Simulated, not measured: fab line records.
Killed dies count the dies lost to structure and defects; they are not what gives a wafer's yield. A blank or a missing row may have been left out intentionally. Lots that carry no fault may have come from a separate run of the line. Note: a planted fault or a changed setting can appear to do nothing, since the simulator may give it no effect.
Chamber matching	flow nand_harc	pecvd-01 running NHARC_P_BONDPAD_DEP_00: 3 sister chambers
The step deposits SiCN, target thk 250 nm. 6 wafers are shown with their chamber, then 8 later ones without.

== WAFERS WITH THEIR CHAMBER ==
wafer	chamber	heater_power_w (W)
L086.5	0	661
L086.6	2	486
L090.2	1	776
L090.3	2	457
L090.6	0	623
L091.1	1	751

== WAFERS WITHOUT THEIR CHAMBER ==
wafer	heater_power_w (W)
L091.4	775
L091.6	503
L095.2	740
L095.4	720
L095.5	749
L097.1	510
L097.3	727
L097.5	677

== CHAMBER TAKEN BY EACH ==
wafer	from the rows above	in truth
L091.4	1	1
L091.6	2	2
L095.2	1	1
L095.4	can't be placed: 1 or 0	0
L095.5	1	1
L097.1	2	2
L097.3	1	1
L097.5	0	0
Correct placement for 7 of the 8. From these rows, 1 cannot be placed; in 1 the true chamber is one of the candidates. Placed wrongly: 0.
How it was worked out, from the rows above alone: a wafer's distance from a chamber is the root of the sum, over the readings, of the square of ((its reading less the chamber's mean) divided by the reading's scatter). If the next closest chamber is less than 2 further off than the closest, the wafer can't be placed; otherwise it belongs to the closest. For every chamber, the mean is computed from those of its wafers that are shown. The scatter: the root of (the sum of the squares of (reading less its chamber's mean) over the shown wafers, divided by (wafers less chambers)).
